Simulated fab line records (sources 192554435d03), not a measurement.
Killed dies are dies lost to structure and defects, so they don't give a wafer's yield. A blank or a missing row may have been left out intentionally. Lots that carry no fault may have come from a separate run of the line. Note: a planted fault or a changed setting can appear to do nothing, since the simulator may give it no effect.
Struck lot and sound lot, side by side + flow n5Finfet + 17 out of 1938 route steps
Sound: these wafers, L239.1, L239.2, L239.4. Struck: wafers L249.3, L249.5. (L249.6 of the same lot was not struck and is left out.) The cause comes at the end.
For every step that has rows: the tool of each side, followed by ch and its chambers, followed by its first start. Under that, the readings that differ: sound wafers + struck wafers + difference of the means + sigmas: that difference in standard deviations of wafers without a fault.
alike: readings whose means differ by less than 2 such deviations, and words and numbers that are the same on both sides. not compared: withheld readings, readings that some wafer has no value for, bounds like >300 that may hide the same value, and numbers for which the record gives no deviation and whose values overlap.
Wherever a step has rows on one side only, a row that says differs or no value, or a row with sigmas, the two part there. Numbers that don't overlap but have no deviation are shown without sigmas and don't part them. A reading that every wafer of one side lacks parts them only if that side has two wafers or more.

N5_BEOL_M14_TRENCH_ETCH_34: etches SiO2 in C4F8/O2/Ar, target depth 556.65 nm, time 126.9 s.
  sound on rieDiel-01 ch 0,2,3, day 13 04:43; struck on rieDiel-05 ch 1,2, day 15 19:22
  alike: drypumpMotorCurrentA, oesProductAu, rfVppV, showerheadPlenumPTorr, throttleValvePct
  not compared: rfHoursCounterH
then, 1 step without rows for these wafers: N5_BEOL_M14_STRIP_70 (strips in C4F8/O2/Ar).
N5_BEOL_M14_OCD_MEAS_35:
  struck on ocd-01, day 15 19:31; sound on ocd-02, day 13 04:52
  alike: trenchDepthNm
N5_BEOL_M14_STRIP_37: strips in O2.
  sound on rieDiel-05 ch 0,2,3, day 13 07:55; struck on rieDiel-05 ch 2, day 15 22:44
  alike: drypumpMotorCurrentA, oesProductAu, rfVppV, showerheadPlenumPTorr, throttleValvePct
  not compared: rfHoursCounterH
then, 3 steps without rows for these wafers: N5_BEOL_M14_ETCH_38 (etches SiCN in CF4/N2, target depth 106.5 nm, time 120.6 s); N5_BEOL_M14_PRECLEAN_39 (cleans in residue remover, time 60 s); N5_BEOL_M14_SRD_40 (time 30 s, dry time 30 s).
N5_BEOL_M14_DEGAS_41: time 60 s.
  struck on pvdSputter-01, day 15 23:14; sound on pvdSputter-03, day 13 08:35
  alike: heaterPowerW
N5_BEOL_M14_PRE_CLEAN_42: time 30 s.
  struck on pvdSputter-01, day 15 23:16; sound on pvdSputter-03, day 13 08:37
  alike: heaterPowerW
then, 3 steps without rows for these wafers: N5_BEOL_M14_SPUTTER_43 (material TaN, target thk 15 nm, time 24.19 s); N5_BEOL_M14_SPUTTER_44 (material Ta, target thk 15 nm, time 24.19 s); N5_BEOL_M14_SPUTTER_45 (material Cu, target thk 100 nm, time 16.67 s).
N5_BEOL_M14_ECD_47: material Cu, target thk 1248 nm.
  sound on ecdCu-02 ch 0,1, day 13 08:59; struck on ecdCu-02 ch 0, day 15 23:38
| reading                                | sound          | struck      | difference | sigmas |
|----------------------------------------|----------------|-------------|------------|--------|
| model.Cu_of_BEOL_M14_ECD_47.thkNm (nm) | 1227 1244 1255 | 832.8 847.4 | -401.9     |        |
N5_BEOL_M14_ANNEAL_48: time 90 s.
  sound on rtpAnneal-02 ch 0, day 13 09:25; struck on rtpAnneal-02 ch 0, day 15 23:52
  alike: wafer_temp_C_max
N5_BEOL_M14_CMP_49: polishes, stops on SiO2, t overpolish 5.2 s, target thk 560 nm.
  sound on cmp-03 ch 0,2,3, day 13 09:43; struck on cmp-02 ch 0,1, day 16 00:08
| reading             | sound       | struck | difference | sigmas |
|---------------------|-------------|--------|------------|--------|
| timeToEndpointS (s) | 113 123 118 | 81 87  | -34        | -6     |
  alike: motorCurrentA
N5_BEOL_M14_THK_MEAS_50: measures by xrf.
  struck on filmMetro-02, day 16 00:26; sound on filmMetro-01, day 13 10:01
  alike: M14_THK
N5_PASSIVATION_PROBE_49:
  struck on prober-01, day 17 04:47; sound on prober-01, day 14 06:55
  alike: defectLimitedYield, killed_at_M0_to_M3, killed_at_M4_up, killedAtContacts, killedAtFrontEnd, killedAtOther, killedDies, killedOpen, killedShort, sort_bin_4_leakage, sort_bin_5_function, sort_bin_6_memory, sortNPass, sortYieldPct

## WHERE THEY PART
At N5_BEOL_M14_CMP_49 and nowhere else, as far as this record goes. Later steps at which nothing parts them and some readings are alike: N5_BEOL_M14_THK_MEAS_50, N5_PASSIVATION_PROBE_49.

WHY: the cause the simulator had injected
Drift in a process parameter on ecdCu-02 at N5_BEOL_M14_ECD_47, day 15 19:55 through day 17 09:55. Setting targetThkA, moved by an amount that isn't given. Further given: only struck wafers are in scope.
